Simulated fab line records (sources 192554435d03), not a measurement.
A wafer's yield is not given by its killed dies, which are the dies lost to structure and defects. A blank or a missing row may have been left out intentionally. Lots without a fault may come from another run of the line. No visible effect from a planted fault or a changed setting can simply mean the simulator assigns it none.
The tool behind it: which one?	flow n5 finfet	11 lots with 33 wafers sampled at 5 steps, on a route of 1938 steps

WHAT THE GAUGES SHOWED, per wafer
N5_BEOL_M11_RS_MEAS_57: measurement is done with a four-point probe.
lot	measured	on	M11_RS (ohm/sq)
L557	day 11 05:59	film metro-01	0.152 0.153 0.150
L560	day 11 10:01	film metro-02	0.149 0.150 0.146
L561	day 12 10:55	film metro-01	0.144 0.145 0.155
L562	day 12 11:20	film metro-01	0.157 0.151 0.155
L563	day 12 11:53	film metro-01	0.151 0.150 0.150
L564	day 12 21:36	film metro-01	0.145 0.160 0.155
L565	day 13 13:40	film metro-02	0.154 0.153 0.154
L570	day 14 10:49	film metro-02	0.151 0.154 0.149
L577	day 16 06:09	film metro-02	0.153 0.146 0.155
L579	day 16 06:25	film metro-01	0.155 0.154 0.153
L578	day 16 16:43	film metro-02	0.147 0.153 0.149

N5_BEOL_M12_CD_MEAS_10 targets a cd of 140 nm.
lot	measured	on	cd nm (nm)
L557	day 11 06:29	cd sem-02	138.7 140.5 140.4
L560	day 11 10:38	cd sem-01	140.2 140.2 140.3
L561	day 12 11:24	cd sem-02	140.1 140.6 139.1
L562	day 12 11:50	cd sem-01	138.8 138.8 139.7
L563	day 12 12:30	cd sem-02	140.6 138.3 141.2
L564	day 12 22:13	cd sem-02	132.5 132.9 131.0
L565	day 13 14:17	cd sem-03	141.0 140.3 139.4
L570	day 14 11:26	cd sem-03	134.3 134.1 133.7
L577	day 16 06:42	cd sem-03	139.3 140.1 142.3
L579	day 16 06:55	cd sem-03	139.7 140.5 138.6
L578	day 16 17:13	cd sem-01	140.8 140.6 138.7

WHICH TOOL RAN EACH LOT (tool, then ch and the chambers of the sampled wafers, then the start)
lot	N5_BEOL_M11_ALD_74	N5_BEOL_M11_DEP_56	N5_BEOL_M12_PEB_08
L557	ald metal-04 ch 0,2, day 11 04:01	pecvd-02 ch 0,1,2, day 11 05:56	litho track-01 ch 0, day 11 06:22
L560	ald metal-04 ch 1,2,3, day 11 08:09	pecvd-01 ch 0,1,2, day 11 09:58	litho track-04 ch 0, day 11 10:32
L561	ald metal-04 ch 0,1,3, day 12 09:01	pecvd-03 ch 0,1,2, day 12 10:50	litho track-01 ch 0, day 12 11:17
L562	ald metal-01 ch 0,1,2, day 12 09:18	pecvd-01 ch 0,1,2, day 12 11:17	litho track-01 ch 0, day 12 11:43
L563	ald metal-04 ch 0,1, day 12 09:28	pecvd-03 ch 1,2, day 12 11:49	litho track-04 ch 0, day 12 12:23
L564	ald metal-01 ch 2,3, day 12 19:49	pecvd-01 ch 0,1, day 12 21:32	litho track-04 ch 0, day 12 22:06
L565	ald metal-02 ch 0,3, day 13 11:58	pecvd-02 ch 0,1, day 13 13:35	litho track-01 ch 0, day 13 14:10
L570	ald metal-01 ch 0,1, day 14 08:29	pecvd-01 ch 0,1, day 14 10:46	litho track-04 ch 0, day 14 11:20
L577	ald metal-04 ch 0,2,3, day 16 04:34	pecvd-01 ch 0,2, day 16 06:05	litho track-01 ch 0, day 16 06:35
L579	ald metal-01 ch 0,2, day 16 04:43	pecvd-02 ch 0,2, day 16 06:22	litho track-01 ch 0, day 16 06:48
L578	ald metal-02 ch 0,1, day 16 14:57	pecvd-02 ch 0,1,2, day 16 16:39	litho track-04 ch 0, day 16 17:06
- N5_BEOL_M11_ALD_74: deposits TaN, target thk 2 nm, pulse time 2 s, purge time 3 s.
- N5_BEOL_M11_DEP_56: deposits SiCN from 3MS/NH3, target thk 30 nm, time 10.5 s.
- N5_BEOL_M12_PEB_08: peb time 90 s.

AS READ BY THE TOOLS THEMSELVES (means over the sampled wafers that have a number; for cases with no such wafer, the mark the record gives instead)
N5_BEOL_M11_ALD_74.
lot	tool	heater power w (W)
L557	ald metal-04	415
L560	ald metal-04	402
L561	ald metal-04	367
L562	ald metal-01	414
L563	ald metal-04	349
L564	ald metal-01	373
L565	ald metal-02	418
L570	ald metal-01	471
L577	ald metal-04	400
L579	ald metal-01	361
L578	ald metal-02	454

N5_BEOL_M11_DEP_56.
lot	tool	showerhead plenum p Torr (Torr)	throttle valve pct (%)
L557	pecvd-02	4.161	18.0
L560	pecvd-01	4.155	18.1
L561	pecvd-03	4.148	17.7
L562	pecvd-01	4.150	18.0
L563	pecvd-03	4.162	17.1
L564	pecvd-01	4.143	18.7
L565	pecvd-02	4.159	18.2
L570	pecvd-01	4.148	18.6
L577	pecvd-01	4.160	17.7
L579	pecvd-02	4.154	17.7
L578	pecvd-02	4.160	17.9

N5_BEOL_M12_PEB_08.
lot	tool	chill plate temp C (C)	heater power total W (W)	plate temp C (C)
L557	litho track-01	23.08	173.1	130.14
L560	litho track-04	22.99	172.0	130.10
L561	litho track-01	23.03	173.3	130.07
L562	litho track-01	23.01	171.3	130.04
L563	litho track-04	22.94	172.0	130.07
L564	litho track-04	23.04	168.4	127.74
L565	litho track-01	23.13	172.3	130.12
L570	litho track-04	23.00	168.3	127.54
L577	litho track-01	22.99	172.2	130.11
L579	litho track-01	23.07	171.9	129.91
L578	litho track-04	23.04	172.4	129.85

THE ANSWER, worked out from the rows above alone
Rule: the usual values come from the lots themselves. Put in order of their means at a reading, lots are off if they are a third of the lots or fewer, leave a main group of 4 or more, and stand apart from it by a gap of 3 or more times the standard deviation of the main group's means; of several such gaps the widest counts. If all means in a main group match to the digits the tables above print for the reading, that group is not used. Also off: a lot with no number at a reading for which 4 or more lots have one. Any other lot the step has rows for is counted as sound. First the gauges in route order, then the tools' own readings, where a lot's mean is used as printed above. At the first step where some lot is off, the reading lying furthest off is the one used; lots without a number count as furthest.
Off: L564, L570, at N5_BEOL_M12_CD_MEAS_10 (cd nm). Main group: mean 140.0 nm, sd 0.4.
A tool fits if, at a process step before that reading, it ran every lot that is off, and no sound lot after the first of them. The gauges at N5_BEOL_M12_CD_MEAS_10 aren't tried: what is off there is off at N5_BEOL_M12_PEB_08 too, on other tools, and a gauge's error can't cause that. No candidate that was tried fits.

WHAT THE SIMULATOR HAD INSERTED
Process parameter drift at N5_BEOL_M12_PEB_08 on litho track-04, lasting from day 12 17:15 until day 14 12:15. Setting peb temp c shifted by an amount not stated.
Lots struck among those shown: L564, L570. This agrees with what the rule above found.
